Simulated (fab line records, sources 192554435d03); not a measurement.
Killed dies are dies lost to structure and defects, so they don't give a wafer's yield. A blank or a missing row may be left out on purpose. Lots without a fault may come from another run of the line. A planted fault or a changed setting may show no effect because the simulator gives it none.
fab line records | flow n5_finfet
record lots=3 wafers=9 last_day=18
route steps=1938 shown SD_EPI_N@273 SD_EPI_P@295 SD_ACTIVATION@334 BEOL_M4@1111 PASSIVATION@1936
lots that met no fault: from a run of the same line without faults
start_h: hours from the record's first day to the start of the lot's first wafer shown | wait_h: hours since the lot's step before | " the same as in the row above | L1.1+2: a row that stands for several wafers | - no value, or no start given | * or withheld: withheld | < > ~ a bound
route shown NAME@n: a module of which the file shows steps, and the number in the route of the first | usual: mean/standard deviation of fault-free wafers | same: alike in all rows | chamber/n: place in a boat | sites: the reading at each site | _std_site: their standard deviation | _edge_site: outer sites' mean less inner sites' | radius_mm: how far each site lies from the wafer's centre | mask NAME#n: copy n | behind: the tool/chamber that last shaped the wafer | hold: why the lot was held/for how many hours/how that ended | device: the transistor (n, p or np) that didn't switch | end of line: the same wafers' tests at the end of the route | a step without rows: its recipe alone | killed: dies lost to structure and defects at the first sort, not the wafer's yield | map: a wafer's dies, x killed, . not, _ none there
set.NAME: the setting as run; set.NAME@STEP: as run at that earlier step | model.NAME: the simulator's own value behind a step, which no gauge read
lots at some steps of the route; a table a step, a row a wafer
## steps
# step N5_SD_EPI_N_DESCUM_14
# recipe chemistry=O2 time_s=7.9 source_power_w=50 bias_power_w=20 pressure_mtorr=20 rf_frequency_hz=2.712e+07 temp_c=40 resist=CAR-ArF-block o2_flow_sccm=225
# step N5_SD_EPI_N_ETCH_34
# recipe chemistry=CF4 target=SiARC target_depth_a=455 mask_material=CAR-ArF-block time_s=75.8 ion_energy_ev=80 pressure_mtorr=40 source_w=545 bias_w=36 Ar_flow_sccm=100 cf4_flow_sccm=100 ends=cleared
# step N5_SD_EPI_N_ETCH_35
# recipe chemistry=N2/H2 target=SOC overetch_a=1080 mask_material=SiARC temp_c=40 ion_energy_ev=100 source_w=3000 bias_w=133 pressure_mtorr=20 time_s=486 n2_flow_sccm=200 h2_flow_sccm=200
# step N5_SD_EPI_N_STRIP_36
# recipe chemistry=N2/H2 temp_c=40 n2_flow_sccm=200 h2_flow_sccm=200 rf_frequency_hz=6e+07
# step N5_SD_EPI_N_ETCHBACK_44
# recipe chemistry=CH3F/O2 mode=anisotropic_etchback target=SiNx target_depth_a=145 stop_on=SiO2 over_etch_frac=0.3 ion_energy_ev=120 pressure_mtorr=30 source_w=395 bias_w=73 Ar_flow_sccm=150 CH3F_flow_sccm=30 O2_flow_sccm=20
# step N5_SD_EPI_N_ETCH_45
# recipe chemistry=CH3F/O2 target=SiOCN target_depth_a=60 mask_material=SOC ion_energy_ev=60 bias_w=29 pressure_mtorr=15 source_w=410 Ar_flow_sccm=150 CH3F_flow_sccm=30 O2_flow_sccm=20
# step N5_SD_EPI_N_ETCH_16
# recipe chemistry=CHF3/O2 target=SiO2 target_depth_a=50 mask_material=SOC pressure_mtorr=30 source_w=650 bias_w=170 Ar_flow_sccm=200 CHF3_flow_sccm=50 O2_flow_sccm=5 ion_energy_ev=200
# step N5_SD_EPI_N_STRIP_47
# recipe chemistry=CHF3/O2 resist=SiARC rf_frequency_hz=6e+07
# step N5_SD_EPI_N_SD_RECESS_17
# recipe chemistry=HBr/Cl2/O2 target_depth_a=410 mask_material=SOC time_s=23.7 bt_time_s=3 pressure_mtorr=10 icp_w=800 bias_w=112 HBr_flow_sccm=150 Cl2_flow_sccm=80 O2_flow_sccm=12
# step N5_SD_EPI_N_STRIP_38
# recipe chemistry=N2/H2 power_w=1000 temp_c=250 h2_frac=0.65 overash_fraction=0.3 pressure_mtorr=withheld n2_flow_sccm=1750 h2_flow_sccm=3250
# step N5_SD_EPI_N_WET_ETCH_43
# recipe chemistry=dHF dilution=withheld time_s=14 target=SiO2 target_depth_a=15 temp_c=25
# step N5_SD_EPI_N_STRIP_18
# recipe chemistry=SPM time_s=750 temp_c=130 h2so4_h2o2_vol_ratio=4
# usual bath_heat_duty_pct=15.3/2
# columns lot.wafer tool chamber start_h wait_h bath_heat_duty_pct
L463.1 wet_bench-01 7 58.08 0.0 12.9
L463.2 " 4 " " 14.0
L463.5 " 5 " " 17.7
L483.2 wet_bench-01 4 177.26 0.0 14.1
L483.3 " 7 " " 11.7
L483.4 " 5 " " 15.9
L485.2 wet_bench-03 4 191.17 0.0 16.0
L485.3 " 7 " " 16.3
L485.6 " 6 " " 13.6
# step N5_SD_EPI_N_SRD_20
# recipe dry=ipa_marangoni do_ppb=5 time_s=30 temp_c=23 rinse_liquid=diw
# step N5_SD_EPI_N_PRECLEAN_48
# recipe chemistry=NF3:NH3 afs_cycles=2 temp_c=30 time_s=20 sublimation_temp_c=180 sublimation_time_s=60 pressure_torr=3 rf_power_w=30
# step N5_SD_EPI_N_VAPOR_ETCH_50
# recipe chemistry=HCl target=Si temp_c=775 time_s=54 pressure_torr=20 mode=isotropic
# step N5_SD_EPI_N_EPI_21
# recipe material=Si:P dopant=P temp_c=680 pressure_torr=255 time_s=690
# step N5_SD_EPI_N_PRECLEAN_24
# recipe chemistry=O3/DIW time_s=60 temp_c=22 o3_ppm=10
# step N5_SD_EPI_N_SRD_25
# recipe time_s=30 temp_c=23 rinse_liquid=diw dry=ipa_marangoni
# step N5_SD_EPI_N_PRECLEAN_49
# recipe chemistry=NF3:NH3 afs_cycles=1 temp_c=30 time_s=20 sublimation_temp_c=180 sublimation_time_s=60 pressure_torr=3 rf_power_w=30
# step N5_SD_EPI_N_LINER_46
# recipe material=SiNx target_thk_a=30 temp_c=400 ald_precursor_family=SiH2I2 ald_co_reactant=N2/H2-plasma pressure_torr=2
# step N5_SD_EPI_N_INSPECT_26
# recipe inspect_instrument=darkfield mode=post_epi
# usual raw_defect_count=213/41
# columns lot.wafer tool chamber start_h wait_h raw_defect_count
L463.1 defect_inspect-02 - 62.08 0.1 184
L463.2 " - " " 147
L463.5 " - " " 182
L483.2 defect_inspect-01 - 180.64 0.1 547
L483.3 " - " " 249
L483.4 " - " " 189
L485.2 defect_inspect-01 - 195.16 0.1 265
L485.3 " - " " 211
L485.6 " - " " 264
# step N5_SD_EPI_P_COAT_34
# recipe resist=SOC temp_c=250 time_s=60 spin_rpm=1500 resist_thk_nm=350
# step N5_SD_EPI_P_COAT_35
# recipe resist=SiARC temp_c=220 time_s=60 spin_rpm=1500 resist_thk_nm=35
# step N5_SD_EPI_P_COAT_03
# recipe resist=CAR-ArF-block spin_rpm=1500 resist_thk_nm=150
# step N5_SD_EPI_P_EBR_05
# recipe solvent=PGMEA ebr_width_mm=1.5
# step N5_SD_EPI_P_SOFTBAKE_04
# recipe temp_c=110 time_s=60 resist=CAR-ArF-block
# step N5_SD_EPI_P_EXPOSE_06
# recipe mask_id=SD_P_BLK na=1.35 source_shape=conventional sigma_outer=0.8 polarization=unpolarized target_cd_nm=240 dose_mj=39.5
# step N5_SD_EPI_P_PEB_07
# recipe peb_temp_c=110 peb_time_s=60 resist=CAR-ArF-block
# step N5_SD_EPI_P_DEVELOP_08
# recipe develop_time_s=30 developer=TMAH resist=CAR-ArF-block dev_temp_c=23 rinse_liquid=diw dry=air_spin
# step N5_SD_EPI_P_INSPECT_11
# recipe mode=adi inspect_instrument=macro
# usual raw_defect_count=2.1/1.4
# columns lot.wafer tool chamber start_h wait_h raw_defect_count
L463.1 defect_inspect-02 - 62.41 0.0 5
L463.2 " - " " 2
L463.5 " - " " 2
L483.2 defect_inspect-02 - 180.97 0.0 >300
L483.3 " - " " 1
L483.4 " - " " 2
L485.2 defect_inspect-02 - 195.61 0.0 1
L485.3 " - " " 1
L485.6 " - " " 3
# step N5_SD_EPI_P_DESCUM_14
# recipe chemistry=O2 time_s=7.9 source_power_w=50 bias_power_w=20 pressure_mtorr=20 rf_frequency_hz=2.712e+07 temp_c=40 resist=CAR-ArF-block o2_flow_sccm=225
# step N5_SD_EPI_P_ETCH_36
# recipe chemistry=CF4 target=SiARC target_depth_a=455 mask_material=CAR-ArF-block time_s=75.8 ion_energy_ev=80 pressure_mtorr=40 source_w=545 bias_w=36 Ar_flow_sccm=100 cf4_flow_sccm=100 ends=cleared
# step N5_SD_EPI_P_ETCH_37
# recipe chemistry=N2/H2 target=SOC overetch_a=1080 mask_material=SiARC temp_c=40 ion_energy_ev=100 source_w=3000 bias_w=133 pressure_mtorr=20 time_s=486 n2_flow_sccm=200 h2_flow_sccm=200 ends=end_point
# step N5_SD_EPI_P_STRIP_38
# recipe chemistry=N2/H2 temp_c=40 n2_flow_sccm=200 h2_flow_sccm=200 rf_frequency_hz=6e+07
# step N5_SD_EPI_P_ETCHBACK_46
# recipe chemistry=CH3F/O2 mode=anisotropic_etchback target=SiNx target_depth_a=175 stop_on=SiO2 over_etch_frac=0.3 ion_energy_ev=120 pressure_mtorr=30 source_w=395 bias_w=73 Ar_flow_sccm=150 CH3F_flow_sccm=30 O2_flow_sccm=20
# step N5_SD_EPI_P_ETCH_47
# recipe chemistry=CH3F/O2 target=SiOCN target_depth_a=250 mask_material=SOC ion_energy_ev=60 bias_w=29 pressure_mtorr=30 source_w=410 Ar_flow_sccm=150 CH3F_flow_sccm=30 O2_flow_sccm=20
# step N5_SD_EPI_P_ETCH_16
# recipe chemistry=CHF3/O2 target=SiO2 target_depth_a=50 mask_material=SOC pressure_mtorr=30 source_w=650 bias_w=170 Ar_flow_sccm=200 CHF3_flow_sccm=50 O2_flow_sccm=5 ion_energy_ev=200
# step N5_SD_EPI_P_STRIP_50
# recipe chemistry=CHF3/O2 resist=SiARC rf_frequency_hz=6e+07
# step N5_SD_EPI_P_INSPECT_26
# recipe inspect_instrument=darkfield mode=post_epi
# usual raw_defect_count=179/37
# columns lot.wafer tool chamber start_h wait_h raw_defect_count
L463.1 defect_inspect-01 - 66.22 0.0 93
L463.2 " - " " 128
L463.5 " - " " 141
L483.2 defect_inspect-02 - 184.72 0.0 521
L483.3 " - " " 189
L483.4 " - " " 149
L485.2 defect_inspect-02 - 199.36 0.0 246
L485.3 " - " " 210
L485.6 " - " " 248
# step N5_SD_ACTIVATION_INSPECT_02
# recipe inspect_instrument=darkfield mode=post_anneal
# usual raw_defect_count=182/37
# columns lot.wafer tool chamber start_h wait_h raw_defect_count
L463.1 defect_inspect-01 - 66.99 0.2 104
L463.2 " - " " 136
L463.5 " - " " 134
L483.2 defect_inspect-01 - 185.50 0.2 499
L483.3 " - " " 195
L483.4 " - " " 149
L485.2 defect_inspect-02 - 200.11 0.1 255
L485.3 " - " " 225
L485.6 " - " " 265
# step N5_BEOL_M4_RC_MEAS_101
# usual DIBL_N=35.4/2.1 DIBL_P=34.8/2.6 IOFF_N=0.15/0.037 IOFF_P=0.19/0.037 ION_N=677/16 ION_P=462/9.3 SS_N=71.4/0.75 SS_P=72.9/0.77 VT_N=250/3.7 VT_P=-251/3.5
# columns lot.wafer tool chamber start_h wait_h DIBL_N[mV/V] DIBL_P[mV/V] IOFF_N[nA/um] IOFF_P[nA/um] ION_N[uA/um] ION_P[uA/um] SS_N[mV/dec] SS_P[mV/dec] VT_N[mV] VT_P[mV]
L463.1 prober-02 0 183.59 0.0 31.6 28.4 0.09 0.16 664 473 70.1 72.4 255 -252
L463.2 " 0 " " 35.5 33.2 0.14 0.21 680 470 71.0 72.9 250 -249
L463.5 " 0 " " 34.3 31.4 0.13 0.18 680 463 70.9 72.7 248 -249
L483.2 prober-01 0 303.96 0.4 34.6 33.3 0.14 0.18 689 466 70.8 73.1 249 -250
L483.3 " 0 " " 34.0 33.2 0.13 0.18 675 467 71.4 72.7 251 -249
L483.4 " 0 " " 36.0 35.2 0.17 0.20 711 477 71.4 73.9 246 -252
L485.2 prober-02 0 326.19 0.2 36.8 37.0 0.18 0.19 703 462 72.1 73.5 248 -252
L485.3 " 0 " " 34.6 36.3 0.15 0.20 689 468 71.3 72.6 247 -252
L485.6 " 0 " " 33.5 32.9 0.12 0.15 680 463 71.7 72.2 251 -256
# step N5_PASSIVATION_PROBE_49
# usual defect_limited_yield=90.5/1.7 killed_at_M0_to_M3=37/12 killed_at_M4_up=14/5.2 killed_at_contacts=12/5.9 killed_at_front_end=45/14 killed_at_other=3.5/2.8 killed_dies=112/21 killed_open=73/15 killed_short=36/8.9 sort_bin_5_function=5.6/1.2 sort_bin_6_memory=3.5/0.68 sort_n_pass=1068/21 sort_yield_pct=90.5/1.8
# same gross_dies=1180 killed_at_back_side=0 sort_bin_4_leakage[%]=0 sort_bin_8_speed[%]=0
# columns lot.wafer tool chamber start_h wait_h defect_limited_yield[%] killed_at_M0_to_M3 killed_at_M4_up killed_at_contacts killed_at_front_end killed_at_other killed_dies killed_open killed_short sort_bin_5_function[%] sort_bin_6_memory[%] sort_n_pass sort_yield_pct[%]
L483.2 prober-01 - 407.28 0.1 83.0 32 11 14 133 11 201 75 27 11.2 3.9 979 83.0
# killed by level:class
L483.2 SD_EPI_N:unspecified=96 MOL_CONTACT_COAG:geometric_particle:open=13 FIN_SAQP:geometric_particle:short=11 FIN_SAQP:geometric_particle:open=9 BEOL_M3:geometric_particle:open=7 BEOL_M0_SAQP:geometric_particle:short=6 MIM_TOP:geometric_particle:open=6 BEOL_M0_SAQP:geometric_particle:open=5
# map L483.2 (x killed, . not)
_________________.x......xxx.________________
______________..........xxxxxxx._____________
___________...xx..x....xxxxxxxxxxxx__________
__________........x.xxxxxxxxxxxxxxx._________
________........x..x..xxxxxxxxxxxx.x.._______
_______...x..........xxxxxxxxxxxxxx....______
______...x..x......x.xxxxxxxxxxxx...x..._____
_____x..............x.x.xxxxxxxxxxxx.....____
____..................xxxxx.xxxx.xx..x....___
___............x........x.x.x.....x.x.x....__
___.x...................x..x...............__
__.....x....................x...x..........._
__.........x..x..........x.................._
_......x.x.......................x...........
_xxx...x.........x.......................x...
_..........x..xx......x.........x............
_.....x...............................x......
_..x...........x............x...............x
_...........x..........x.........x..x........
_..x.....x........x.x.x..x.....x.............
_x...x...............xx..............x..x....
__...................................x......_
__.....x......x....x....................x..._
___..x........x...x..............xx........__
___.............x...............x..........__
____..x..........x......................x.___
_____....................x...............____
______..........x.........x..x.........._____
_______.....x..............x..x.....x..______
________..x..........................._______
__________x....x...x................_________
___________....x.......x.........x.__________
______________.................x_____________
_________________....x.x.....________________
# map L463.2 (x killed, . not)
_________________....x.....x.________________
______________...x...........x.._____________
___________......x.................__________
__________..x.........xxx.........xx_________
________..x........xx.....x..x.x......_______
_______....x.......x..x.........x......______
______....................x............._____
_____....x............x.....x....x.......____
____.......x.x....xx.................x....___
___.........x....x.......xx................__
___.....................x.x................__
__...........................x.x....x......x_
__..........x.........x...x....x.....xx....._
_.xx..................x......x..x..x......x..
_.....x...........x.........x...x.....x......
_.....x.............x..x.....x......xx.x....x
_..........x........x........x...............
_xx........x..x..x..x................x.x..x.x
_x..........x..x.x..............x.....x..x...
_..........x..........x.xx....x.x.........x..
_x.................x...x.......x.x...........
__...................................x......_
__..x.................x......x.........x..x._
___.x...................x...........x.x....__
___.................x.....................x__
____...x...........x...................x..___
_____....................................____
______...x.x.......x...x...x...xxx......_____
_______..x.......x..............x......______
________.xx..x.x....x..x.xx..........._______
__________.......x............x..x.._________
___________......................x.__________
______________.......x.....x...._____________
_________________..........x.________________
## key
first_sign step=N5_SD_EPI_N_INSPECT_26 reading=raw_defect_count direction=up sigmas=8.2 usual=213 struck=547
effect step=N5_SD_EPI_P_INSPECT_11 reading=raw_defect_count direction=up sigmas=99+ usual=2.1 struck=>300
effect step=N5_SD_EPI_P_INSPECT_26 reading=raw_defect_count direction=up sigmas=9.2 usual=179 struck=521
effect step=N5_SD_ACTIVATION_INSPECT_02 reading=raw_defect_count direction=up sigmas=8.6 usual=182 struck=499
effect step=N5_PASSIVATION_PROBE_49 reading=killed_at_front_end direction=up sigmas=6.2 usual=45 struck=133
more_kills_born_at N5_SD_EPI_N_STRIP_18@wet_bench-01=96
met_at N5_SD_EPI_N_STRIP_18
struck_wafers L483.2
onset_between 58.08 177.26
fault kind=chamber_particle_source tool=wet_bench-01 chamber=4 onset_h=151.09 steps=N5_SD_EPI_N_STRIP_18 rate_per_visit_cm2=0.50746
